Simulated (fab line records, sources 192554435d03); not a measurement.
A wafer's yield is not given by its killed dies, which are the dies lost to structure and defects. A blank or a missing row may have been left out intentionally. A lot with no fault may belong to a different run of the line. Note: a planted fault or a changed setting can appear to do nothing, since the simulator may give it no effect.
2 desks looking at one fault / flow n5 finfet / each desk holds nothing but its own numbers, with what lay behind them at the end

METROLOGY DESK
Lot by lot, what the gauges showed, no matter which tool ran the lot: averages of those sampled wafers that carry a number. If a lot's mean is further than 4 standard deviations from the usual mean, the lot is out of limits and carries the mark OUT (the distance appears in the brackets).
Columns: A = cd nm at N5_HKMG_FIN_CD_MEAS_12, usual 92.9 nm
lot=L302; first seen here=day 5 03:17; A=92.3
lot=L303; first seen here=day 5 06:46; A=92.5
lot=L304; first seen here=day 5 14:41; A=92.6
lot=L305; first seen here=day 5 19:50; A=93.2
lot=L310; first seen here=day 7 06:21; A=93.1
lot=L313; first seen here=day 7 21:39; A=95.4
lot=L315; first seen here=day 8 09:13; A=93.2
lot=L316; first seen here=day 8 14:54; A=96.5 (+5.3) OUT
lot=L317; first seen here=day 8 23:04; A=92.9
lot=L320; first seen here=day 9 17:55; A=93.0
This desk's finding: out of limits on L316; first on L316, day 8 14:54 (cd nm at N5_HKMG_FIN_CD_MEAS_12). L302, L303, L304, L305, L310, L313, L315, L317, L320 stayed within limits.

TOOL OWNER'S DESK, litho track-03
The tool's own readings at N5_HKMG_FIN_PEB_10 (peb time 60 s): means of the sampled wafers that have a number, for each lot that ran on this tool. If a lot's mean is further than 4 standard deviations from the usual mean, the lot is out of limits and carries the mark OUT (the distance appears in the brackets).
Columns: A = resist line temp C at N5_HKMG_FIN_PEB_10, usual 22.99 C
lot=L304; first seen here=day 5 14:37; A=22.98
lot=L310; first seen here=day 7 06:17; A=23.06
lot=L313; first seen here=day 7 21:35; A=22.98
lot=L316; first seen here=day 8 14:50; A=22.95
Finding of this desk: none of the 4 lots has anything out of limits.

BROUGHT TOGETHER
The metrology desk could have raised an alarm at day 8 14:54, on L316.
Nothing out of limits was seen by the tool owner's desk.
On record at the tool owner's desk: L316, within its limits.
The lots listed all ran N5_HKMG_FIN_PEB_10 on litho track-03.

WHAT THE SIMULATOR PUT IN
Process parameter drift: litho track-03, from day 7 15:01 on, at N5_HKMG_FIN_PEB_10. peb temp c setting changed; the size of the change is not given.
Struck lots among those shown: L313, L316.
Hours from the fault's start to each desk's first reading out of limits: the metrology desk, 24.
